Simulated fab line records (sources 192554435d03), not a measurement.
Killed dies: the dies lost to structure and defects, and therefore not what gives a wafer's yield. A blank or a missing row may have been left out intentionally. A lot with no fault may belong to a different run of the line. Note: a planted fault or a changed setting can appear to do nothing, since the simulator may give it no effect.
Chamber matching :: flow n5Finfet :: N5_DUMMY_GATE_ETCH_31 on rieDiel-05 has 4 sister chambers
The step etches SiO2 in C4F6/O2, target depth 82.5 nm, time 27.5 s. 22 wafers are shown with their chamber, then 11 later ones without.

## EACH WAFER AND ITS CHAMBER
wafer: L074.4
chamber: 0
drypumpMotorCurrentA (A): 5.4
throttleValvePct (%): 21.57
rfVppV (V): 648

wafer: L074.5
chamber: 3
drypumpMotorCurrentA (A): 5.6
throttleValvePct (%): 21.29
rfVppV (V): 660

wafer: L074.6
chamber: 0
drypumpMotorCurrentA (A): 5.4
throttleValvePct (%): 21.56
rfVppV (V): 648

wafer: L075.2
chamber: 3
drypumpMotorCurrentA (A): 5.6
throttleValvePct (%): 21.27
rfVppV (V): 662

wafer: L075.4
chamber: 2
drypumpMotorCurrentA (A): 5.9
throttleValvePct (%): 21.15
rfVppV (V): 652

wafer: L075.6
chamber: 2
drypumpMotorCurrentA (A): 5.9
throttleValvePct (%): 21.13
rfVppV (V): 650

wafer: L076.2
chamber: 0
drypumpMotorCurrentA (A): 5.4
throttleValvePct (%): 21.56
rfVppV (V): 647

wafer: L076.3
chamber: 2
drypumpMotorCurrentA (A): 5.9
throttleValvePct (%): 21.15
rfVppV (V): 650

wafer: L076.5
chamber: 2
drypumpMotorCurrentA (A): 5.9
throttleValvePct (%): 21.12
rfVppV (V): 650

wafer: L082.1
chamber: 1
drypumpMotorCurrentA (A): 5.2
throttleValvePct (%): 20.87
rfVppV (V): 654

wafer: L082.3
chamber: 3
drypumpMotorCurrentA (A): 5.6
throttleValvePct (%): 21.32
rfVppV (V): 659

wafer: L082.5
chamber: 1
drypumpMotorCurrentA (A): 5.2
throttleValvePct (%): 20.87
rfVppV (V): 656

wafer: L083.1
chamber: 3
drypumpMotorCurrentA (A): 5.6
throttleValvePct (%): 21.31
rfVppV (V): 661

wafer: L083.3
chamber: 2
drypumpMotorCurrentA (A): 5.8
throttleValvePct (%): 21.15
rfVppV (V): 650

wafer: L083.4
chamber: 3
drypumpMotorCurrentA (A): 5.6
throttleValvePct (%): 21.30
rfVppV (V): 659

wafer: L084.2
chamber: 3
drypumpMotorCurrentA (A): 5.6
throttleValvePct (%): 21.33
rfVppV (V): 661

wafer: L084.4
chamber: 2
drypumpMotorCurrentA (A): 5.9
throttleValvePct (%): 21.17
rfVppV (V): 650

wafer: L084.6
chamber: 1
drypumpMotorCurrentA (A): 5.2
throttleValvePct (%): 20.88
rfVppV (V): 656

wafer: L086.3
chamber: 2
drypumpMotorCurrentA (A): 5.9
throttleValvePct (%): 21.17
rfVppV (V): 650

wafer: L086.4
chamber: 3
drypumpMotorCurrentA (A): 5.6
throttleValvePct (%): 21.34
rfVppV (V): 660

wafer: L086.5
chamber: 0
drypumpMotorCurrentA (A): 5.4
throttleValvePct (%): 21.20
rfVppV (V): 659

wafer: L087.3
chamber: 0
drypumpMotorCurrentA (A): 5.4
throttleValvePct (%): 21.20
rfVppV (V): 660

SIGNATURES, as means of the wafers listed above
reading: drypumpMotorCurrentA
chamber 0: 5.400
chamber 1: 5.200
chamber 2: 5.886
chamber 3: 5.600
scatter within a chamber: 0.0218

reading: throttleValvePct
chamber 0: 21.4180
chamber 1: 20.8733
chamber 2: 21.1486
chamber 3: 21.3086
scatter within a chamber: 0.0955

reading: rfVppV
chamber 0: 652.40
chamber 1: 655.33
chamber 2: 650.29
chamber 3: 660.29
scatter within a chamber: 3.19
Rule: distance of a wafer from a chamber = root of the sum over the readings of ((wafer's reading minus chamber's mean) / reading's scatter) squared. The wafer belongs to the nearest chamber; if the next one is less than 2 further off, it can't be placed. How the scatter is found: for the shown wafers, subtract from each reading the mean of its chamber, square and add these, divide the total by (wafers less chambers), then take the root.

## WAFERS WHOSE CHAMBER IS MISSING
wafer: L087.4
drypumpMotorCurrentA (A): 5.6
throttleValvePct (%): 21.33
rfVppV (V): 660

wafer: L087.5
drypumpMotorCurrentA (A): 5.4
throttleValvePct (%): 21.21
rfVppV (V): 659

wafer: L088.2
drypumpMotorCurrentA (A): 5.6
throttleValvePct (%): 21.32
rfVppV (V): 660

wafer: L088.4
drypumpMotorCurrentA (A): 5.9
throttleValvePct (%): 21.19
rfVppV (V): 650

wafer: L088.5
drypumpMotorCurrentA (A): 5.2
throttleValvePct (%): 20.91
rfVppV (V): 653

wafer: L092.1
drypumpMotorCurrentA (A): 5.2
throttleValvePct (%): 20.89
rfVppV (V): 655

wafer: L092.2
drypumpMotorCurrentA (A): 5.9
throttleValvePct (%): 21.17
rfVppV (V): 649

wafer: L092.3
drypumpMotorCurrentA (A): 5.4
throttleValvePct (%): 21.22
rfVppV (V): 659

wafer: L096.1
drypumpMotorCurrentA (A): 5.9
throttleValvePct (%): 21.21
rfVppV (V): 650

wafer: L096.2
drypumpMotorCurrentA (A): 5.2
throttleValvePct (%): 20.92
rfVppV (V): 653

wafer: L096.4
drypumpMotorCurrentA (A): 5.9
throttleValvePct (%): 21.19
rfVppV (V): 650

## EACH ONE'S CHAMBER
wafer: L087.4
from the rows above: 3
in truth: 3

wafer: L087.5
from the rows above: 0
in truth: 0

wafer: L088.2
from the rows above: 3
in truth: 3

wafer: L088.4
from the rows above: 2
in truth: 2

wafer: L088.5
from the rows above: 1
in truth: 1

wafer: L092.1
from the rows above: 1
in truth: 1

wafer: L092.2
from the rows above: 2
in truth: 2

wafer: L092.3
from the rows above: 0
in truth: 0

wafer: L096.1
from the rows above: 2
in truth: 2

wafer: L096.2
from the rows above: 1
in truth: 1

wafer: L096.4
from the rows above: 2
in truth: 2
Correctly placed: 11 of 11. Not placeable from these rows: 0. Placed wrongly: 0.
